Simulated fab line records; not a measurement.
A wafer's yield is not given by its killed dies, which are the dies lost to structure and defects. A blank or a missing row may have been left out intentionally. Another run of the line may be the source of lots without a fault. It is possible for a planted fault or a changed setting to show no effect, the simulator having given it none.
Comparing a struck lot with a sound one + flow n5-finfet + 37 steps out of a route of 1938
Sound: the wafers L313.1, L313.2, L313.6. Struck: wafer L326.4 (L326.1, L326.6, from the same lot, were not struck and are left out); the cause is given at the end.
Per side, at each step with rows, come the tool, then ch with its chambers, and then its first start. Under that, the readings that differ: sound wafers + struck wafers + difference of the means + sigmas: that difference in standard deviations of wafers without a fault.
alike: words and numbers the same on both sides, and readings whose means are apart by under 2 such deviations; not compared: readings that were withheld, readings missing a value for some wafer, numbers with overlapping values and no deviation given by the record, and bounds like >300 which may hide the same value.
Wherever a step has rows on one side only, a row that says differs or no value, or a row with sigmas, the two part there. Numbers that have no deviation but don't overlap get no sigmas and don't part them. Lack of a reading on every wafer of one side parts them only where that side has two or more wafers.

first, 9 steps without rows for these wafers: N5_MOL_CONTACT_COAG_COAT_02 (resist thk 30 nm); N5_MOL_CONTACT_COAG_EBR_04; N5_MOL_CONTACT_COAG_SOFTBAKE_03 (time 60 s); N5_MOL_CONTACT_COAG_EXPOSE_05 (exposes mask CA, defocus 0 nm); N5_MOL_CONTACT_COAG_PEB_06 (peb time 60 s); N5_MOL_CONTACT_COAG_DEVELOP_07 (develop time 30 s); N5_MOL_CONTACT_COAG_DESCUM_13 (chemistry O2, time 7 s); N5_MOL_CONTACT_COAG_ETCH_59 (etches underlayer in N2/H2, target depth 13 nm, time 10.4 s); N5_MOL_CONTACT_COAG_ETCH_105 (etches SiARC in CF4, target depth 15.6 nm, time 26 s).
N5_MOL_CONTACT_COAG_ETCH_106: etches SOC in N2/H2, target depth 80 nm, overetch 16 nm, time 120 s.
  sound on rie-diel-05 ch 0,1,3, day 7 00:31; struck on rie-diel-05 ch 2, day 10 11:29
| reading                                              | sound             | struck | difference | sigmas |
|------------------------------------------------------|-------------------|--------|------------|--------|
| oes-product-au (a.u.)                                | 0.64 0.64 0.63    | 0.77   | +0.13      | +2     |
| throttle-valve-pct (%)                               | 17.72 18.02 18.22 | 17.41  | -0.58      | -3     |
| model.etch.depth-nm (nm)                             | 80.07 80.09 79.99 | 75.82  | -4.23      |        |
| model.SiARC_of_MOL_CONTACT_COAG_COAT_104.thk-nm (nm) | 6.4 6.4 6.2       | 7.6    | +1.3       |        |
| model.MOL_CONTACT_COAG.cd-offset-nm (nm)             | 0 0 0.2           | -0.4   | -0.5       |        |
  alike: bias-w, chamber-pressure-mTorr, drypump-motor-current-A, rf-vpp-V, showerhead-plenum-p-Torr
  not compared: rf-hours-counter-h
then, 5 steps without rows for these wafers: N5_MOL_CONTACT_COAG_STRIP_107 (strips in N2/H2); N5_MOL_CONTACT_COAG_STRIP_108 (strips in N2/H2); N5_MOL_CONTACT_COAG_CONTACT_ETCH_14 (etches SiO2 in C4F6/O2, target depth 27.5 nm, overetch 8.5 nm, time 20 s); N5_MOL_CONTACT_COAG_STRIP_109 (strips in C4F6/O2); N5_MOL_CONTACT_COAG_ETCH_15 (etches SiNx in CH3F/O2, stops on Si:P, target depth 7 nm).
N5_MOL_CONTACT_COAG_ETCH_110: etches Si in CF4/O2, target depth 2.5 nm, time 8 s.
  sound on rie-diel-05 ch 0,1,3, day 7 00:43; struck on rie-diel-05 ch 2, day 10 11:41
| reading                | sound             | struck | difference | sigmas |
|------------------------|-------------------|--------|------------|--------|
| oes-product-au (a.u.)  | 0.70 0.71 0.72    | 0.89   | +0.18      | +3     |
| throttle-valve-pct (%) | 10.78 11.07 11.04 | 10.34  | -0.62      | -3     |
  alike: bias-w, cf4-flow-sccm, chamber-pressure-mTorr, drypump-motor-current-A, rf-vpp-V, showerhead-plenum-p-Torr
  not compared: rf-hours-counter-h, model.MOL_CONTACT_COAG.cd-offset-nm
then, 19 steps without rows for these wafers: N5_MOL_CONTACT_COAG_STRIP_98 (strips in N2/H2); N5_MOL_CONTACT_COAG_IMPLANT_129; N5_MOL_CONTACT_COAG_PRECLEAN_111 (cleans in NF3:NH3, afs cycles 1, time 20 s, sublimation time 60 s); N5_MOL_CONTACT_COAG_TI_SIL_19 (material Ti, target thk 4.2 nm, time 15 s); N5_MOL_CONTACT_COAG_ALD_20 (deposits TiN, target thk 1.5 nm, pulse time 1 s, purge time 3 s); N5_MOL_CONTACT_COAG_SIL_ANNEAL_21 (time 60 s); N5_MOL_CONTACT_COAG_PRE_CLEAN_141 (time 60 s); N5_MOL_CONTACT_COAG_SPUTTER_143 (material Co, target thk 2.5 nm); N5_MOL_CONTACT_COAG_CO_FILL_22 (material Co, precursor CCTBA/H2, target thk 20 nm); N5_MOL_CONTACT_COAG_ANNEAL_113 (time 300 s); N5_MOL_CONTACT_COAG_PRE_CLEAN_142 (time 60 s); N5_MOL_CONTACT_COAG_SPUTTER_130 (material Co, target thk 47.5 nm); N5_MOL_CONTACT_COAG_PRECLEAN_125 (cleans in DIW, time 57.5 s); N5_MOL_CONTACT_COAG_SRD_126 (dry time 32 s); N5_MOL_CONTACT_COAG_CMP_23 (polishes, stops on SiO2, t overpolish 1.5 s, target thk 0 nm); N5_MOL_CONTACT_COAG_WET_ETCH_26 (target Co, target depth 13 nm); N5_MOL_CONTACT_COAG_WET_ETCH_116 (etches the open film in SC1-inhibited, target depth 4.6 nm, rinse time 30 s); N5_MOL_CONTACT_COAG_ALD_27 (deposits SiOC, target thk 17 nm, pulse time 1.5 s, time 2720 s); N5_MOL_CONTACT_COAG_CMP_28 (polishes, stops on SiNx, t overpolish 0.85 s, target thk 14.522 nm).
-- record jumps: 3 days separate the struck wafers' starts on either side; left off in module MOL_CONTACT_COAG, taken up again in module BEOL_M4, whose first shown step is the route's number 1111 --
N5_BEOL_M4_RC_MEAS_101:
  sound on prober-01 ch 0, day 10 02:40; struck on prober-02 ch 0, day 13 20:39
  alike: DIBL_N, DIBL_P, IOFF_N, IOFF_P, ION_N, ION_P, SS_N, SS_P, VT_N, VT_P
  not compared: device
-- a jump in the record: the struck wafers' starts before and after are 4 days apart (it breaks off in module BEOL_M4 and resumes in module PASSIVATION, where the first step shown is number 1936 of the route) --
N5_PASSIVATION_PROBE_49:
  the record has rows for the struck wafers here (prober-01, day 17 23:44) and none for the sound ones

WHERE THEY PART
Last at N5_PASSIVATION_PROBE_49 as far as this record goes, first at N5_MOL_CONTACT_COAG_ETCH_106.

WHY: what had been put in by the simulator
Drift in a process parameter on rie-diel-05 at N5_MOL_CONTACT_COAG_ETCH_106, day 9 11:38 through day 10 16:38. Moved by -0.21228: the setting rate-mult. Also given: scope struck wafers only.
